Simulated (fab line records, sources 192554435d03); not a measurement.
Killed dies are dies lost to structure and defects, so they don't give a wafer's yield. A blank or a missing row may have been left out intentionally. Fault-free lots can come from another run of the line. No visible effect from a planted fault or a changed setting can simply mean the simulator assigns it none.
Split-lot experiment || flow n5Finfet || 21 wafers read from 7 lots, route of 1938 steps

== ABOUT THE SPLIT ==
At N5_BEOL_M2_ETCH_69 (etches SiARC in CF4, target depth 15.6 nm, time 26 s), the setting biasW was moved away from the recipe's 36 W on 9 of the 21 wafers read, by -17.4% to +17.5%. The other wafers ran this setting at the recipe's value.

The reading comes from the split's own step.

== THE READING ==
rfVppV, in V, at N5_BEOL_M2_ETCH_69 (etches SiARC in CF4, target depth 15.6 nm, time 26 s). A value of 183.9 V with a standard deviation of 1.3 V is what fault-free wafers of this fab line usually give.

{"wafer": "L074.4", "tool, chamber at the split": "rieDiel-03, 3", "biasW as run, W": 39.28, "against the recipe": "+9.1%", "rfVppV, V": 194.8, "against lot-mates on the recipe": "+10.1"}
{"wafer": "L074.5", "tool, chamber at the split": "rieDiel-03, 2", "biasW as run, W": 39.28, "against the recipe": "+9.1%", "rfVppV, V": 193.2, "against lot-mates on the recipe": "+8.5"}
{"wafer": "L074.6", "tool, chamber at the split": "rieDiel-03, 1", "biasW as run, W": 36, "against the recipe": "recipe", "rfVppV, V": 184.7, "against lot-mates on the recipe": "-"}
{"wafer": "L081.1", "tool, chamber at the split": "rieDiel-04, 0", "biasW as run, W": 40.62, "against the recipe": "+12.8%", "rfVppV, V": 199.2, "against lot-mates on the recipe": "+14.7"}
{"wafer": "L081.5", "tool, chamber at the split": "rieDiel-04, 1", "biasW as run, W": 40.62, "against the recipe": "+12.8%", "rfVppV, V": 200.1, "against lot-mates on the recipe": "+15.6"}
{"wafer": "L081.6", "tool, chamber at the split": "rieDiel-04, 0", "biasW as run, W": 36, "against the recipe": "recipe", "rfVppV, V": 184.5, "against lot-mates on the recipe": "-"}
{"wafer": "L084.2", "tool, chamber at the split": "rieDiel-03, 2", "biasW as run, W": 36, "against the recipe": "recipe", "rfVppV, V": 184.5, "against lot-mates on the recipe": "-"}
{"wafer": "L084.4", "tool, chamber at the split": "rieDiel-03, 0", "biasW as run, W": 36, "against the recipe": "recipe", "rfVppV, V": 180.9, "against lot-mates on the recipe": "-"}
{"wafer": "L084.6", "tool, chamber at the split": "rieDiel-03, 3", "biasW as run, W": 36, "against the recipe": "recipe", "rfVppV, V": 184.6, "against lot-mates on the recipe": "-"}
{"wafer": "L086.2", "tool, chamber at the split": "rieDiel-03, 2", "biasW as run, W": 36, "against the recipe": "recipe", "rfVppV, V": 183.1, "against lot-mates on the recipe": "-"}
{"wafer": "L086.3", "tool, chamber at the split": "rieDiel-03, 1", "biasW as run, W": 36, "against the recipe": "recipe", "rfVppV, V": 182.5, "against lot-mates on the recipe": "-"}
{"wafer": "L086.4", "tool, chamber at the split": "rieDiel-03, 0", "biasW as run, W": 36, "against the recipe": "recipe", "rfVppV, V": 183.2, "against lot-mates on the recipe": "-"}
{"wafer": "L088.2", "tool, chamber at the split": "rieDiel-04, 1", "biasW as run, W": 29.73, "against the recipe": "-17.4%", "rfVppV, V": 164.7, "against lot-mates on the recipe": "no lot-mate on the recipe"}
{"wafer": "L088.4", "tool, chamber at the split": "rieDiel-04, 2", "biasW as run, W": 29.73, "against the recipe": "-17.4%", "rfVppV, V": 162.1, "against lot-mates on the recipe": "no lot-mate on the recipe"}
{"wafer": "L088.6", "tool, chamber at the split": "rieDiel-04, 0", "biasW as run, W": 29.73, "against the recipe": "-17.4%", "rfVppV, V": 163.6, "against lot-mates on the recipe": "no lot-mate on the recipe"}
{"wafer": "L093.1", "tool, chamber at the split": "rieDiel-03, 1", "biasW as run, W": 36, "against the recipe": "recipe", "rfVppV, V": 184.7, "against lot-mates on the recipe": "-"}
{"wafer": "L093.2", "tool, chamber at the split": "rieDiel-03, 2", "biasW as run, W": 36, "against the recipe": "recipe", "rfVppV, V": 182.8, "against lot-mates on the recipe": "-"}
{"wafer": "L093.3", "tool, chamber at the split": "rieDiel-03, 3", "biasW as run, W": 31.75, "against the recipe": "-11.8%", "rfVppV, V": 171.2, "against lot-mates on the recipe": -12.6}
{"wafer": "L094.2", "tool, chamber at the split": "rieDiel-04, 0", "biasW as run, W": 36, "against the recipe": "recipe", "rfVppV, V": 184.6, "against lot-mates on the recipe": "-"}
{"wafer": "L094.3", "tool, chamber at the split": "rieDiel-04, 3", "biasW as run, W": 36, "against the recipe": "recipe", "rfVppV, V": 184.4, "against lot-mates on the recipe": "-"}
{"wafer": "L094.4", "tool, chamber at the split": "rieDiel-04, 2", "biasW as run, W": 42.31, "against the recipe": "+17.5%", "rfVppV, V": 202.7, "against lot-mates on the recipe": "+18.2"}

THE FIT
A straight line over all 21 wafers: rfVppV changes by +1.15 V for each +1% of biasW; r = +0.99; the points scatter about the line by 1.2 V.
The same after taking each lot's own level away (the mean of its wafers on the recipe; 18 wafers): +1.09 V for each +1%; r = +0.99; scatter 1 V.
On that fit, the largest move of biasW shifts the reading by 19 V.
Measured against the standard deviation above, the lots' own levels, which go from 182.93 to 184.70 V, span 1.4 times it.
The two slopes are in agreement: the lot-to-lot level therefore moves the slope only a little.
Check: for one of the wafers moved furthest among these (+17.5%), held out of the fit, the line's prediction against its lot-mates is +19.5 V. It came out at +18.2 V against them.
Tool readings at the split's step, against how far the setting was moved: rfVppV r = +0.99.

== FILE'S OWN FIT ==
rfVppV changes by +1.07 V for each +1% of biasW, r = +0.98.
